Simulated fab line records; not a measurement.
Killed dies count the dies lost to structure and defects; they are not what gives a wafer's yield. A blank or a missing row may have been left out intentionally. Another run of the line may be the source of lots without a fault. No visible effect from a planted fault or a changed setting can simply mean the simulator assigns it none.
Chamber matching || flow n5 finfet || N5_FIN_SAQP_MANDREL_ETCH_22 on rie si-04 has 4 sister chambers
The step etches a-Si in HBr/Cl2, stops on SiNx, target depth 60 nm, bt time 10 s, time 30 s. 4 wafers are shown with their chamber, then 10 later ones without.

## EACH WAFER AND ITS CHAMBER
{"wafer": "L092.1", "chamber": 2, "throttle valve pct (%)": 35.8}
{"wafer": "L093.5", "chamber": 1, "throttle valve pct (%)": 35.4}
{"wafer": "L094.1", "chamber": 0, "throttle valve pct (%)": 35.7}
{"wafer": "L094.2", "chamber": 3, "throttle valve pct (%)": 35.4}

## WAFERS WHOSE CHAMBER IS MISSING
{"wafer": "L094.5", "throttle valve pct (%)": 35.6}
{"wafer": "L095.2", "throttle valve pct (%)": 35.8}
{"wafer": "L095.3", "throttle valve pct (%)": 35.4}
{"wafer": "L095.5", "throttle valve pct (%)": 35.4}
{"wafer": "L096.2", "throttle valve pct (%)": 35.4}
{"wafer": "L096.4", "throttle valve pct (%)": 35.4}
{"wafer": "L096.6", "throttle valve pct (%)": 35.8}
{"wafer": "L097.2", "throttle valve pct (%)": 35.4}
{"wafer": "L097.3", "throttle valve pct (%)": 35.8}
{"wafer": "L097.6", "throttle valve pct (%)": 35.7}

## EACH ONE'S CHAMBER
{"wafer": "L094.5", "from the rows above": 0, "in truth": 0}
{"wafer": "L095.2", "from the rows above": 2, "in truth": 2}
{"wafer": "L095.3", "from the rows above": "can't be placed: 1 or 3", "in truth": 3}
{"wafer": "L095.5", "from the rows above": "can't be placed: 1 or 3", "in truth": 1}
{"wafer": "L096.2", "from the rows above": "can't be placed: 1 or 3", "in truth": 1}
{"wafer": "L096.4", "from the rows above": "can't be placed: 1 or 3", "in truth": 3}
{"wafer": "L096.6", "from the rows above": 2, "in truth": 2}
{"wafer": "L097.2", "from the rows above": "can't be placed: 1 or 3", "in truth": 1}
{"wafer": "L097.3", "from the rows above": 2, "in truth": 2}
{"wafer": "L097.6", "from the rows above": 0, "in truth": 0}
Correct placement for 5 of the 10. From these rows, 5 cannot be placed; in 5 the true chamber is one of the candidates. Wrongly placed: 0.
How it was worked out, from the rows above alone: a wafer's distance from a chamber is the root of the sum, over the readings, of the square of ((its reading less the chamber's mean) divided by the reading's scatter). If the next closest chamber is less than 2 further off than the closest, the wafer can't be placed; otherwise it belongs to the closest. A chamber's mean is the mean of its shown wafers. The scatter: with one shown wafer a chamber, the root of the mean of the squares of how far each hidden wafer lies from its nearest shown one.
